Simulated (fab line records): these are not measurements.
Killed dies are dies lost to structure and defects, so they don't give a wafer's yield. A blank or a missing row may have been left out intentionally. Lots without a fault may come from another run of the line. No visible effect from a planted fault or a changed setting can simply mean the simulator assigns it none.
Which tool did it? | flow nand-harc | Sampling: 13 lots, 39 wafers, 5 of 1159 route steps

WHAT THE GAUGES READ, wafer by wafer
NHARC_END_SORT_01.
lot  | measured     | on        | killed-at-array | killed-at-other | killed-at-periphery | killed-dies | killed-open | killed-short
L845 | day 21 20:42 | prober-01 | 65 76 78        | 2 0 0           | 3 6 6               | 70 82 84    | 2 5 5       | 0 3 1
L844 | day 22 16:13 | prober-01 | 77 74 80        | 0 0 0           | 7 4 4               | 84 78 84    | 7 7 6       | 2 2 0

EACH LOT AND THE TOOL THAT RAN IT (in order: tool; ch and the chambers of the sampled wafers; start)
lot  | NHARC_A_ONON_D1_DEP_00           | NHARC_THIN_TSV_ETCH_44             | NHARC_THIN_TSV_PVD_51                   | NHARC_THIN_TSV_PRE_CLEAN_54
L834 | pecvd-onon-02 ch 0, day 7 03:58  | rie-diel-13 ch 1,2,3, day 18 15:39 | pvd-sputter-03, day 18 20:11 or earlier | pvd-sputter-01, day 18 20:11
L835 | pecvd-onon-01 ch 0, day 7 21:04  | rie-diel-10 ch 0,2,3, day 18 16:40 | pvd-sputter-03, day 18 21:48 or earlier | pvd-sputter-03, day 18 21:48
L836 | pecvd-onon-04 ch 0, day 7 21:05  | rie-diel-13 ch 1,2,3, day 19 03:32 | pvd-sputter-01, day 19 08:14 or earlier | pvd-sputter-01, day 19 08:14
L837 | pecvd-onon-04 ch 0, day 8 13:47  | rie-diel-13 ch 1,2,3, day 19 06:10 | pvd-sputter-03, day 19 10:51 or earlier | pvd-sputter-03, day 19 10:51
L838 | pecvd-onon-02 ch 0, day 8 13:53  | rie-diel-08 ch 0,1, day 19 04:46   | pvd-sputter-01, day 19 09:19 or earlier | pvd-sputter-01, day 19 09:19
L839 | pecvd-onon-04 ch 0, day 8 22:11  | rie-diel-10 ch 1,2,3, day 19 22:51 | pvd-sputter-01, day 20 04:51 or earlier | pvd-sputter-01, day 20 04:51
L840 | pecvd-onon-02 ch 0, day 9 06:29  | rie-diel-13 ch 0,1,2, day 20 14:07 | pvd-sputter-01, day 20 18:37 or earlier | pvd-sputter-03, day 20 18:37
L841 | pecvd-onon-04 ch 0, day 9 06:40  | rie-diel-13 ch 0,1,2, day 20 12:57 | pvd-sputter-02, day 20 17:48 or earlier | pvd-sputter-03, day 20 17:48
L843 | pecvd-onon-04 ch 0, day 9 17:58  | rie-diel-10 ch 0,1,3, day 20 21:04 | pvd-sputter-02, day 21 02:39 or earlier | pvd-sputter-02, day 21 02:39
L845 | pecvd-onon-04 ch 0, day 10 14:55 | rie-diel-13 ch 0,1, day 21 04:43   | pvd-sputter-01, day 21 09:39 or earlier | pvd-sputter-02, day 21 09:39
L844 | pecvd-onon-04 ch 0, day 11 10:04 | rie-diel-08 ch 0,1,3, day 22 00:36 | pvd-sputter-01, day 22 05:14 or earlier | pvd-sputter-02, day 22 05:14
L854 | pecvd-onon-01 ch 0, day 12 05:04 | rie-diel-08 ch 1,2,3, day 23 10:34 | pvd-sputter-03, day 23 23:40 or earlier | pvd-sputter-01, day 23 23:40
L856 | pecvd-onon-01 ch 0, day 12 21:39 | rie-diel-10 ch 1,2,3, day 24 08:10 | pvd-sputter-01, day 24 14:03 or earlier | pvd-sputter-03, day 24 14:03
- NHARC_A_ONON_D1_DEP_00: target thk 1000 nm.
- NHARC_THIN_TSV_ETCH_44: etches the open film in CF4/O2, target depth 1594.2 nm, time 797.1 s.
- NHARC_THIN_TSV_PVD_51: deposits Cu, target thk 100 nm.
- NHARC_THIN_TSV_PRE_CLEAN_54: time 30 s.

WHAT THE TOOLS THEMSELVES READ (means of the sampled wafers that have a number; where no wafer has one, the mark that the record gives instead)
NHARC_A_ONON_D1_DEP_00.
lot  | tool          | sih4-flow-sccm (sccm)
L834 | pecvd-onon-02 | 209.5
L835 | pecvd-onon-01 | 209.8
L836 | pecvd-onon-04 | 210.0
L837 | pecvd-onon-04 | 210.7
L838 | pecvd-onon-02 | 210.9
L839 | pecvd-onon-04 | 210.2
L840 | pecvd-onon-02 | 209.5
L841 | pecvd-onon-04 | 210.6
L843 | pecvd-onon-04 | 210.6
L845 | pecvd-onon-04 | 209.4
L844 | pecvd-onon-04 | 211.4
L854 | pecvd-onon-01 | 209.9
L856 | pecvd-onon-01 | 210.7

NHARC_THIN_TSV_ETCH_44.
lot  | tool        | bias-w (W) | drypump-motor-current-A (A) | mfc-ar-sccm (sccm) | oes-product-au (a.u.) | rf-fwd-power-W (W) | rf-vpp-V (V) | showerhead-plenum-p-Torr (Torr) | throttle-valve-pct (%)
L834 | rie-diel-13 | 801.2      | 5.5                         | 0.001              | 0.998                 | 299.1              | 793          | 1.81                            | 16.905
L835 | rie-diel-10 | 797.8      | 5.8                         | 0.000              | 0.997                 | 299.4              | 790          | 1.76                            | 16.918
L836 | rie-diel-13 | 800.2      | 5.5                         | 0.001              | 0.999                 | 299.6              | 793          | 1.81                            | 16.907
L837 | rie-diel-13 | 799.3      | 5.5                         | 0.001              | 0.999                 | 299.7              | 793          | 1.81                            | 16.907
L838 | rie-diel-08 | 803.7      | 5.8                         | 0.000              | 1.005                 | 300.3              | 798          | 1.89                            | 16.908
L839 | rie-diel-10 | 799.3      | 5.9                         | 0.000              | 0.996                 | 299.7              | 791          | 1.77                            | 16.921
L840 | rie-diel-13 | 801.5      | 5.9                         | 0.008              | 0.995                 | 299.5              | 796          | 1.86                            | 16.910
L841 | rie-diel-13 | 801.8      | 5.9                         | 0.008              | 0.997                 | 299.7              | 796          | 1.86                            | 16.915
L843 | rie-diel-10 | 800.3      | 5.7                         | 0.000              | 0.984                 | 300.2              | 790          | 1.76                            | 16.908
L845 | rie-diel-13 | 800.2      | 6.0                         | 0.008              | 1.001                 | 299.6              | 800          | 1.92                            | 16.915
L844 | rie-diel-08 | 800.7      | 5.8                         | 0.003              | 0.989                 | 299.3              | 794          | 1.83                            | 16.914
L854 | rie-diel-08 | 798.2      | 5.6                         | 0.004              | 1.000                 | 299.4              | 794          | 1.81                            | 16.910
L856 | rie-diel-10 | 801.3      | 5.9                         | 0.000              | 0.989                 | 298.9              | 790          | 1.77                            | 16.920

NHARC_THIN_TSV_PVD_51.
lot  | tool           | throttle-valve-pct (%)
L834 | pvd-sputter-03 | 30.7
L835 | pvd-sputter-03 | 31.0
L836 | pvd-sputter-01 | 30.6
L837 | pvd-sputter-03 | 30.9
L838 | pvd-sputter-01 | 30.2
L839 | pvd-sputter-01 | 30.0
L840 | pvd-sputter-01 | 29.5
L841 | pvd-sputter-02 | 30.5
L843 | pvd-sputter-02 | 30.4
L845 | pvd-sputter-01 | 31.1
L844 | pvd-sputter-01 | 30.3
L854 | pvd-sputter-03 | 30.6
L856 | pvd-sputter-01 | 30.5

NHARC_THIN_TSV_PRE_CLEAN_54.
lot  | tool           | heater-power-w (W)
L834 | pvd-sputter-01 | 365
L835 | pvd-sputter-03 | 461
L836 | pvd-sputter-01 | 391
L837 | pvd-sputter-03 | 453
L838 | pvd-sputter-01 | 382
L839 | pvd-sputter-01 | 370
L840 | pvd-sputter-03 | 448
L841 | pvd-sputter-03 | 441
L843 | pvd-sputter-02 | 377
L845 | pvd-sputter-02 | 377
L844 | pvd-sputter-02 | 376
L854 | pvd-sputter-01 | 380
L856 | pvd-sputter-03 | 460

THE ANSWER, worked out from the rows above alone
Rule: usual is defined by the lots themselves. The widest of any qualifying gaps counts: lots, ordered by their means at a reading, are off when they make up no more than a third of the lots, leave a main group of 4 or more, and stand apart from it by 3 or more times the standard deviation of that group's means. The tables above print the reading to a certain number of digits; a main group whose means all agree to those digits is not used. A lot without any number at a reading at which 4 lots or more have one is off too. Where the step has rows for the other lots, those lots are counted as sound. Order of review: gauges by route order, followed by the tools' own readings, for which a lot's mean as printed above is used. The first step at which some lot is off is used, and at that step the reading that is off furthest; a lot without a number counts as furthest.
Across all readings shown, no lot is off: no conclusion can be drawn from this.

WHAT THE SIMULATOR HAD INSERTED
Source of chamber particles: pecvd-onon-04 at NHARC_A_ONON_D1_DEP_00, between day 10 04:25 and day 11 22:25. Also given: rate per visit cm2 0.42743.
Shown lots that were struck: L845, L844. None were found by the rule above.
